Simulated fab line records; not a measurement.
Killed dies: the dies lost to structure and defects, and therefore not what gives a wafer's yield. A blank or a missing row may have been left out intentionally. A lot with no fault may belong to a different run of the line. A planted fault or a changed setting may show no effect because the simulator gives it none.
Which tool did it?	flow n5-finfet	24 lots, 72 wafers sampled, at 6 steps of a route of 1938

WHAT THE GAUGES SHOWED, per wafer
N5_BEOL_M15_CD_MEAS_17: the cd target is 360 nm. Usual: 360.1 nm for cd-nm, sd 1.9.
lot	measured	on	cd-nm (nm)	flag
L075	day 12 15:04	cd-sem-02	359.6 358.6 359.7	
L074	day 12 19:53	cd-sem-01	361.3 360.8 362.4	
L076	day 13 05:17	cd-sem-02	359.9 358.1 357.0	
L077	day 13 05:50	cd-sem-03	361.7 362.1 361.7	
L078	day 13 10:58	cd-sem-01	358.3 359.3 360.3	
L079	day 13 10:17	cd-sem-02	360.1 360.9 362.8	
L080	day 13 19:07	cd-sem-03	361.8 361.7 359.1	
L083	day 13 19:19	cd-sem-02	364.1 362.2 363.4	
L081	day 14 12:14	cd-sem-03	360.7 359.0 361.6	
L084	day 15 00:59	cd-sem-02	360.9 359.1 358.3	
L082	day 15 01:56	cd-sem-01	359.6 358.1 357.8	
L088	day 15 03:44	cd-sem-03	358.6 359.8 361.2	
L085	day 15 11:40	cd-sem-03	360.6 360.5 358.9	
L086	day 15 17:26	cd-sem-03	357.9 357.1 358.8	
L087	day 15 18:51	cd-sem-02	361.4 364.3 361.9	
L089	day 16 04:48	cd-sem-01	360.5 364.1 359.2	
L092	day 16 06:09	cd-sem-02	357.0 361.3 358.8	
L090	day 16 11:35	cd-sem-01	361.0 360.7 357.9	
L091	day 16 15:16	cd-sem-03	360.6 359.9 357.9	
L093	day 16 23:19	cd-sem-03	361.7 361.3 361.9	
L094	day 17 01:35	cd-sem-02	357.9 359.7 359.5	
L095	day 17 09:57	cd-sem-01	360.7 359.9 361.1	
L096	day 18 03:47	cd-sem-01	361.2 360.5 359.1	
L097	day 18 12:38	cd-sem-02	362.3 363.1 359.2	

N5_MIM_TOP_LITHO_CD_MEAS_08: the cd target is 2000 nm. Usual: 2000.2 nm for cd-nm, sd 2.1.
lot	measured	on	cd-nm (nm)	flag
L075	day 13 00:04	cd-sem-02	1999.4 2000.8 1999.9	
L074	day 13 06:55	cd-sem-03	2000.7 2002.0 2000.8	
L076	day 13 17:15	cd-sem-03	1997.2 1998.3 1997.4	
L077	day 13 17:45	cd-sem-03	1998.8 1998.6 1998.6	
L078	day 13 23:56	cd-sem-03	1998.9 1998.4 1998.6	
L079	day 13 18:51	cd-sem-02	1999.8 2000.0 1995.1	
L080	day 14 06:06	cd-sem-03	2000.5 2000.9 1999.0	
L083	day 14 06:16	cd-sem-03	2002.3 2002.1 2001.9	
L081	day 14 20:19	cd-sem-03	2000.5 2001.9 2001.1	
L084	day 15 10:16	cd-sem-03	1997.0 1998.2 1995.6	
L082	day 15 11:15	cd-sem-01	2003.0 1999.6 2002.0	
L088	day 15 14:51	cd-sem-01	1999.5 2000.8 2000.9	
L085	day 15 19:43	cd-sem-02	2000.1 1999.8 2000.6	
L086	day 16 00:00	cd-sem-03	1998.7 1995.4 1997.5	
L087	day 16 03:38	cd-sem-01	1998.6 1998.4 1998.1	
L089	day 16 13:11	cd-sem-02	2002.2 2001.5 2005.6	
L092	day 16 15:50	cd-sem-03	2001.7 2003.6 1999.6	
L090	day 16 22:39	cd-sem-03	2004.3 2004.7 2003.6	
L091	day 16 23:04	cd-sem-03	2000.8 2000.2 1999.7	
L093	day 17 07:54	cd-sem-02	1998.9 1999.0 2000.3	
L094	day 17 10:55	cd-sem-03	1999.4 2001.1 1998.6	
L095	day 17 23:54	cd-sem-03	1997.4 1999.4 1998.3	
L096	day 18 14:34	cd-sem-02	2003.2 2004.5 2003.5	
L097	day 18 18:20	cd-sem-03	2002.9 2002.2 1999.7	

WHAT TOOL EACH LOT RAN ON (gives the tool, then ch and the chambers of the sampled wafers, and finally the start)
lot	N5_BEOL_M14_STRIP_63	N5_BEOL_M15_SPUTTER_44	N5_PASSIVATION_PECVD_00	N5_MIM_TOP_ALD_00
L075	rie-diel-03 ch 0,1,3, day 12 15:04 or earlier	pvd-sputter-02, day 12 18:08	pecvd-02 ch 1,2, day 12 20:31	ald-hk-03 ch 0,2, day 12 20:58
L074	rie-diel-03 ch 0,2,3, day 12 19:53 or earlier	pvd-sputter-03, day 13 00:53	pecvd-03 ch 0,2, day 13 03:04	ald-hk-03 ch 1,2,3, day 13 04:53
L076	rie-diel-03 ch 2,3, day 13 05:17 or earlier	pvd-sputter-02, day 13 11:40	pecvd-03 ch 0,1,2, day 13 13:54	ald-hk-01 ch 0,1,2, day 13 15:56
L077	rie-diel-01 ch 0,3, day 13 05:50 or earlier	pvd-sputter-02, day 13 12:10	pecvd-03 ch 0,1, day 13 14:23	ald-hk-02 ch 0,1,2, day 13 16:14
L078	rie-diel-01 ch 0,2,3, day 13 10:58 or earlier	pvd-sputter-03, day 13 19:13	pecvd-02 ch 1,2, day 13 21:23	ald-hk-03 ch 1,2,3, day 13 22:31
L079	rie-diel-01 ch 2,3, day 13 10:17 or earlier	pvd-sputter-02, day 13 13:04	pecvd-02 ch 1,2, day 13 15:15	ald-hk-03 ch 0,1,2, day 13 16:21
L080	rie-diel-01 ch 0,1,3, day 13 19:07 or earlier	pvd-sputter-02, day 14 00:05	pecvd-03 ch 0,1,2, day 14 02:32	ald-hk-02 ch 0,2,3, day 14 05:05
L083	rie-diel-03 ch 0,1,2, day 13 19:19 or earlier	pvd-sputter-02, day 14 00:31	pecvd-02 ch 0,2, day 14 02:44	ald-hk-01 ch 0,1,2, day 14 05:05
L081	rie-diel-06 ch 0,2,3, day 14 12:14 or earlier	pvd-sputter-01, day 14 15:25	pecvd-02 ch 0,1, day 14 17:50	ald-hk-02 ch 0,1,2, day 14 19:24
L084	rie-diel-06 ch 0,1,2, day 15 00:59 or earlier	pvd-sputter-03, day 15 05:01	pecvd-03 ch 0,1, day 15 07:11	ald-hk-03 ch 0,2,3, day 15 08:54
L082	rie-diel-06 ch 0,1,2, day 15 01:56 or earlier	pvd-sputter-03, day 15 07:29	pecvd-02 ch 1,2, day 15 09:40	ald-hk-02 ch 1,2,3, day 15 10:11
L088	rie-diel-06 ch 0,1,3, day 15 03:44 or earlier	pvd-sputter-03, day 15 09:27	pecvd-03 ch 0,2, day 15 11:37	ald-hk-02 ch 0,1,3, day 15 13:34
L085	rie-diel-03 ch 2,3, day 15 11:40 or earlier	pvd-sputter-03, day 15 14:58	pecvd-01 ch 0,1,2, day 15 17:25	ald-hk-02 ch 0,2,3, day 15 18:18
L086	rie-diel-03 ch 0,1,3, day 15 17:26 or earlier	pvd-sputter-02, day 15 19:53	pecvd-01 ch 1,2, day 15 22:41	ald-hk-03 ch 1,2,3, day 15 22:57
L087	rie-diel-01 ch 1,2, day 15 18:51 or earlier	pvd-sputter-03, day 15 22:33	pecvd-02 ch 0,1, day 16 00:55	ald-hk-02 ch 1,2, day 16 02:08
L089	rie-diel-01 ch 1,2, day 16 04:48 or earlier	pvd-sputter-03, day 16 08:26	pecvd-02 ch 0,1,2, day 16 10:46	ald-hk-03 ch 0,1,2, day 16 11:37
L092	rie-diel-01 ch 2,3, day 16 06:09 or earlier	pvd-sputter-01, day 16 10:55	pecvd-01 ch 0,2, day 16 13:07	ald-hk-02 ch 0,3, day 16 14:18
L090	rie-diel-01 ch 0,1,2, day 16 11:35 or earlier	pvd-sputter-02, day 16 17:59	pecvd-02 ch 0,1, day 16 20:09	ald-hk-02 ch 0,2,3, day 16 20:52
L091	rie-diel-03 ch 1,2,3, day 16 15:16 or earlier	pvd-sputter-03, day 16 18:08	pecvd-01 ch 0,1,2, day 16 20:45	ald-hk-03 ch 1,2,3, day 16 21:44
L093	rie-diel-01 ch 1,2, day 16 23:19 or earlier	pvd-sputter-02, day 17 01:37	pecvd-02 ch 0,1,2, day 17 03:47	ald-hk-02 ch 1,2,3, day 17 06:40
L094	rie-diel-01 ch 1,2,3, day 17 01:35 or earlier	pvd-sputter-02, day 17 06:53	pecvd-02 ch 1,2, day 17 09:05	ald-hk-03 ch 1,2,3, day 17 09:59
L095	rie-diel-01 ch 1,2, day 17 09:57 or earlier	pvd-sputter-01, day 17 16:36	pecvd-01 ch 0,2, day 17 18:48	ald-hk-01 ch 0,2,3, day 17 20:28
L096	rie-diel-03 ch 0,1,2, day 18 03:47 or earlier	pvd-sputter-03, day 18 07:40	pecvd-02 ch 1,2, day 18 12:08	ald-hk-01 ch 1,2,3, day 18 13:41
L097	rie-diel-01 ch 1,2,3, day 18 12:38 or earlier	pvd-sputter-01, day 18 14:37	pecvd-02 ch 0,1, day 18 16:54	ald-hk-01 ch 0,2, day 18 17:12
- N5_BEOL_M14_STRIP_63: strips in O2.
- N5_BEOL_M15_SPUTTER_44: material Ta, target thk 15 nm, time 24.19 s.
- N5_PASSIVATION_PECVD_00: deposits SiO2 from SiH4/N2O, target thk 200 nm, time 11.2 s.
- N5_MIM_TOP_ALD_00: deposits Al2O3, purge time 3 s, co reactant pulse time 3 s.

WHAT THE TOOLS THEMSELVES READ (means of the sampled wafers that have a number; where no wafer has one, the mark that the record gives instead)
N5_BEOL_M14_STRIP_63. Usual: drypump-motor-current-A 5.7 A, standard deviation 0.38; oes-product-au 0.82 a.u., standard deviation 0.095; rf-vpp-V 3.6 V, standard deviation 0.85; showerhead-plenum-p-Torr 2.12 Torr, standard deviation 0.081; throttle-valve-pct 16.67 %, standard deviation 0.2.
lot	tool	drypump-motor-current-A (A)	oes-product-au (a.u.)	rf-vpp-V (V)	showerhead-plenum-p-Torr (Torr)	throttle-valve-pct (%)	flag
L075	rie-diel-03	5.9	0.82	3.4	2.11	16.68	
L074	rie-diel-03	5.9	0.79	3.2	2.14	16.70	
L076	rie-diel-03	6.3	0.81	2.9	2.20	16.58	
L077	rie-diel-01	5.5	0.70	4.0	2.13	16.73	
L078	rie-diel-01	5.6	0.70	3.9	2.10	16.82	
L079	rie-diel-01	5.6	0.69	3.5	2.07	16.86	
L080	rie-diel-01	5.4	0.80	3.1	2.16	16.81	
L083	rie-diel-03	5.6	0.83	3.4	2.12	16.74	
L081	rie-diel-06	5.8	0.82	3.4	2.06	16.70	
L084	rie-diel-06	5.8	0.82	4.1	2.06	16.54	
L082	rie-diel-06	5.7	0.82	3.6	2.06	16.54	
L088	rie-diel-06	5.8	0.79	3.7	2.02	16.62	
L085	rie-diel-03	6.0	0.81	3.4	2.20	16.65	
L086	rie-diel-03	5.9	0.79	4.3	2.10	16.72	
L087	rie-diel-01	5.5	0.91	3.0	2.19	16.75	
L089	rie-diel-01	5.5	0.90	3.5	2.19	16.78	
L092	rie-diel-01	5.7	0.92	4.5	2.06	16.44	
L090	rie-diel-01	5.6	0.83	3.0	2.15	16.71	
L091	rie-diel-03	6.0	0.82	3.0	2.17	16.66	
L093	rie-diel-01	5.5	0.90	4.4	2.19	16.79	
L094	rie-diel-01	5.5	0.89	3.9	2.13	16.59	
L095	rie-diel-01	5.6	0.88	3.9	2.12	16.63	
L096	rie-diel-03	5.6	0.88	4.1	2.19	16.64	
L097	rie-diel-01	5.5	0.87	4.2	2.12	16.64	

N5_BEOL_M15_SPUTTER_44. Usual: chamber-pressure-pa 0.06999 Pa, standard deviation 0.00012; susceptor-temp-C 49.99 C, standard deviation 0.11; throttle-valve-pct 29.8 %, standard deviation 0.91.
lot	tool	chamber-pressure-pa (Pa)	susceptor-temp-C (C)	throttle-valve-pct (%)	flag
L075	pvd-sputter-02	0.07004	50.05	30.1	
L074	pvd-sputter-03	0.06998	49.98	28.9	
L076	pvd-sputter-02	0.06996	50.11	29.8	
L077	pvd-sputter-02	0.06994	49.92	30.3	
L078	pvd-sputter-03	0.07001	49.91	29.9	
L079	pvd-sputter-02	0.07013	49.92	29.8	
L080	pvd-sputter-02	0.06985	49.96	29.9	
L083	pvd-sputter-02	0.06999	50.06	30.2	
L081	pvd-sputter-01	0.06988	50.03	29.5	
L084	pvd-sputter-03	0.07007	49.92	30.9	
L082	pvd-sputter-03	0.07006	50.00	29.4	
L088	pvd-sputter-03	0.06995	49.95	29.1	
L085	pvd-sputter-03	0.07000	50.06	29.7	
L086	pvd-sputter-02	0.06995	49.93	29.8	
L087	pvd-sputter-03	0.07003	50.10	28.4	
L089	pvd-sputter-03	0.06997	50.02	29.9	
L092	pvd-sputter-01	0.07009	49.93	30.4	
L090	pvd-sputter-02	0.06986	49.92	30.2	
L091	pvd-sputter-03	0.07006	49.98	30.1	
L093	pvd-sputter-02	0.07003	49.96	30.0	
L094	pvd-sputter-02	0.07008	50.00	29.8	
L095	pvd-sputter-01	0.07002	50.05	30.0	
L096	pvd-sputter-03	0.06996	50.02	29.7	
L097	pvd-sputter-01	0.06988	50.05	30.0	

N5_PASSIVATION_PECVD_00. Usual: heater-power-w 699 W, standard deviation 120; showerhead-plenum-p-Torr 8.19 Torr, standard deviation 0.089; susceptor-temp-C 399.99 C, standard deviation 0.22; throttle-valve-pct 53 %, standard deviation 3.6.
lot	tool	heater-power-w (W)	showerhead-plenum-p-Torr (Torr)	susceptor-temp-C (C)	throttle-valve-pct (%)	flag
L075	pecvd-02	654	8.19	399.79	51	
L074	pecvd-03	692	8.24	400.03	51	
L076	pecvd-03	727	8.15	399.64	53	
L077	pecvd-03	821	8.07	400.10	54	
L078	pecvd-02	631	8.18	400.15	53	
L079	pecvd-02	634	8.18	399.82	53	
L080	pecvd-03	782	8.15	400.03	53	
L083	pecvd-02	647	8.26	400.24	50	
L081	pecvd-02	637	8.24	400.18	53	
L084	pecvd-03	850	8.07	399.99	54	
L082	pecvd-02	602	8.19	399.96	53	
L088	pecvd-03	672	8.25	399.91	52	
L085	pecvd-01	789	8.19	399.81	55	
L086	pecvd-01	644	8.20	399.98	51	
L087	pecvd-02	667	8.26	400.10	53	
L089	pecvd-02	657	8.23	400.01	52	
L092	pecvd-01	748	8.15	399.83	55	
L090	pecvd-02	662	8.25	400.05	53	
L091	pecvd-01	728	8.18	399.91	55	
L093	pecvd-02	627	8.22	399.92	52	
L094	pecvd-02	642	8.18	399.80	53	
L095	pecvd-01	777	8.14	400.03	55	
L096	pecvd-02	639	8.18	399.83	52	
L097	pecvd-02	635	8.21	399.96	54	

N5_MIM_TOP_ALD_00. Usual: 1.002 for precursor-pulse-height-rel, sd 0.017.
lot	tool	precursor-pulse-height-rel	flag
L075	ald-hk-03	1.010	
L074	ald-hk-03	1.001	
L076	ald-hk-01	1.002	
L077	ald-hk-02	1.003	
L078	ald-hk-03	0.999	
L079	ald-hk-03	1.009	
L080	ald-hk-02	1.020	
L083	ald-hk-01	1.002	
L081	ald-hk-02	1.002	
L084	ald-hk-03	1.009	
L082	ald-hk-02	0.991	
L088	ald-hk-02	1.026	
L085	ald-hk-02	0.993	
L086	ald-hk-03	1.008	
L087	ald-hk-02	1.013	
L089	ald-hk-03	0.982	
L092	ald-hk-02	1.015	
L090	ald-hk-02	1.010	
L091	ald-hk-03	1.017	
L093	ald-hk-02	0.994	
L094	ald-hk-03	0.999	
L095	ald-hk-01	1.013	
L096	ald-hk-01	0.984	
L097	ald-hk-01	1.012	

THE ANSWER, worked out from the rows above alone
Rule: take the mean of a lot's wafers that have a number; if it is more than 3 standard deviations from the usual mean, the lot is off. Also off: a lot with no number at a reading for which 4 or more lots have one. Where the step has rows for the other lots, those lots are counted as sound. The gauges are gone through in route order, then the tools' own readings, and for those a lot's mean is taken as printed above. The first step at which some lot is off is used, and at that step the reading that is off furthest; a lot without a number counts as furthest.
No lot is off on any of the readings shown, so nothing can be concluded from this.

WHAT THE SIMULATOR PUT IN
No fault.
